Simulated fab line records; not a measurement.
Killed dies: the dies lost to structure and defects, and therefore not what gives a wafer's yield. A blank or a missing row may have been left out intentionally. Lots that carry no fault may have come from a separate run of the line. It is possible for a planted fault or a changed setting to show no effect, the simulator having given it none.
Which tool is to blame?	flow nand harc	route of 1302 steps, sampled at 1 step: 12 lots, 36 wafers

== WHAT EACH GAUGE READ, for each wafer ==
NHARC_P_CONTACT_INSPECT_14.
lot	measured	on	raw defect count
L076	day 6 13:26	defect inspect-01	3 3 5
L077	day 7 03:50	defect inspect-02	5 4 3
L079	day 7 22:40	defect inspect-02	6 3 6
L080	day 8 15:16	defect inspect-01	3 5 4
L083	day 9 13:58	defect inspect-02	7 5 3
L085	day 10 09:19	defect inspect-01	4 6 4
L088	day 12 02:29	defect inspect-02	8 2 5
L089	day 12 11:43	defect inspect-02	3 2 1
L091	day 13 05:49	defect inspect-01	6 5 6
L093	day 13 20:31	defect inspect-02	3 3 5
L095	day 14 19:05	defect inspect-01	6 4 1
L097	day 15 10:52	defect inspect-01	4 7 8

== EACH LOT AND THE TOOL THAT RAN IT (in order: tool; ch and the chambers of the sampled wafers; start) ==
The record shows no process step preceding these readings.

== THE ANSWER, worked out from the rows above alone ==
Rule: the lots themselves supply what counts as usual. The widest of any qualifying gaps counts: lots, ordered by their means at a reading, are off when they make up no more than a third of the lots, leave a main group of 4 or more, and stand apart from it by 3 or more times the standard deviation of that group's means. The tables above print the reading to a certain number of digits; a main group whose means all agree to those digits is not used. Also off: a lot with no number at a reading for which 4 or more lots have one. All remaining lots with rows at the step are treated as sound.
No lot is off on any of the readings shown, so nothing can be concluded from this.

== WHAT HAD BEEN PUT IN BY THE SIMULATOR ==
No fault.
